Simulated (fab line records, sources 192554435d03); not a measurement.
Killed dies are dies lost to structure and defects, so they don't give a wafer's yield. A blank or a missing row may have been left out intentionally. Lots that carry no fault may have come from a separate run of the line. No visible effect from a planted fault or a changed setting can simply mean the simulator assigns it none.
Which tool did it? | flow n5-finfet | 11 lots, 33 wafers sampled, at 5 steps of a route of 1938

== WHAT THE GAUGES SHOWED, per wafer ==
N5_BEOL_M11_THK_MEAS_01.
lot  | measured     | on            | M11_ILD_THK (nm)
L693 | day 11 05:53 | film-metro-01 | 266.7 266.8 273.4
L696 | day 12 20:22 | film-metro-02 | 266.7 273.6 269.3
L702 | day 16 10:32 | film-metro-01 | 262.8 264.2 265.9
L703 | day 16 17:29 | film-metro-02 | 267.5 271.2 269.1
L704 | day 16 23:53 | film-metro-02 | 263.7 264.0 271.5
L714 | day 18 22:44 | film-metro-01 | 267.9 269.4 266.6
L710 | day 19 03:26 | film-metro-01 | 267.6 267.0 265.3
L711 | day 19 12:53 | film-metro-02 | 264.0 264.5 267.1
L713 | day 19 21:59 | film-metro-02 | 267.2 268.2 272.3
L712 | day 20 09:34 | film-metro-01 | 264.8 265.5 268.1
L701 | day 20 09:20 | film-metro-02 | 267.5 265.3 274.6

== WHAT TOOL EACH LOT RAN ON (gives the tool, then ch and the chambers of the sampled wafers, and finally the start) ==
lot  | N5_BEOL_M10_PECVD_70            | N5_BEOL_M10_PRE_CLEAN_45     | N5_BEOL_M10_SPUTTER_48       | N5_BEOL_M10_CMP_52
L693 | pecvd-04 ch 0,1,2, day 10 19:14 | pvd-sputter-02, day 11 03:41 | pvd-sputter-02, day 11 04:16 | cmp-04 ch 0,1,3, day 11 04:48
L696 | pecvd-03 ch 0,2, day 12 13:10   | pvd-sputter-01, day 12 17:26 | pvd-sputter-02, day 12 18:14 | cmp-04 ch 0,3, day 12 18:46
L702 | pecvd-01 ch 0,2, day 16 03:29   | pvd-sputter-03, day 16 08:09 | pvd-sputter-02, day 16 08:45 | cmp-04 ch 0,2,3, day 16 09:27
L703 | pecvd-01 ch 0,1,2, day 16 06:27 | pvd-sputter-01, day 16 13:15 | pvd-sputter-01, day 16 15:42 | cmp-03 ch 0,1, day 16 16:26
L704 | pecvd-04 ch 0,1, day 16 15:39   | pvd-sputter-03, day 16 21:46 | pvd-sputter-03, day 16 22:17 | cmp-03 ch 1,2,3, day 16 22:50
L714 | pecvd-04 ch 0,1,2, day 18 14:43 | pvd-sputter-02, day 18 20:18 | pvd-sputter-02, day 18 20:58 | cmp-04 ch 0,1, day 18 21:39
L710 | pecvd-01 ch 0,1,2, day 18 18:52 | pvd-sputter-01, day 19 01:10 | pvd-sputter-01, day 19 01:49 | cmp-03 ch 1,2,3, day 19 02:21
L711 | pecvd-03 ch 0,2, day 19 05:07   | pvd-sputter-03, day 19 09:42 | pvd-sputter-02, day 19 10:14 | cmp-03 ch 0,1,2, day 19 11:07
L713 | pecvd-01 ch 1,2, day 19 11:01   | pvd-sputter-03, day 19 19:42 | pvd-sputter-03, day 19 20:22 | cmp-04 ch 2,3, day 19 20:56
L712 | pecvd-01 ch 1,2, day 19 18:40   | pvd-sputter-03, day 20 06:36 | pvd-sputter-03, day 20 07:28 | cmp-04 ch 0,3, day 20 08:00
L701 | pecvd-03 ch 0,2, day 19 22:37   | pvd-sputter-03, day 20 06:50 | pvd-sputter-03, day 20 07:37 | cmp-03 ch 2,3, day 20 08:16
- N5_BEOL_M10_PECVD_70: deposits SiO2 from TEOS/O2, target thk 20 nm, time 22.7 s.
- N5_BEOL_M10_PRE_CLEAN_45: time 30 s.
- N5_BEOL_M10_SPUTTER_48: material Cu, target thk 12 nm, time 2 s.
- N5_BEOL_M10_CMP_52: polishes, stops on SiCOH lowk, t overpolish 7 s, target thk 140 nm.

== THE ANSWER, worked out from the rows above alone ==
Rule: the lots themselves supply what counts as usual. Put in order of their means at a reading, lots are off if they are a third of the lots or fewer, leave a main group of 4 or more, and stand apart from it by a gap of 3 or more times the standard deviation of the main group's means; of several such gaps the widest counts. If all means in a main group match to the digits the tables above print for the reading, that group is not used. A lot without any number at a reading at which 4 lots or more have one is off too. All remaining lots with rows at the step are treated as sound.
None of the lots is off at any reading shown; this tells nothing.

== WHAT THE SIMULATOR PUT IN ==
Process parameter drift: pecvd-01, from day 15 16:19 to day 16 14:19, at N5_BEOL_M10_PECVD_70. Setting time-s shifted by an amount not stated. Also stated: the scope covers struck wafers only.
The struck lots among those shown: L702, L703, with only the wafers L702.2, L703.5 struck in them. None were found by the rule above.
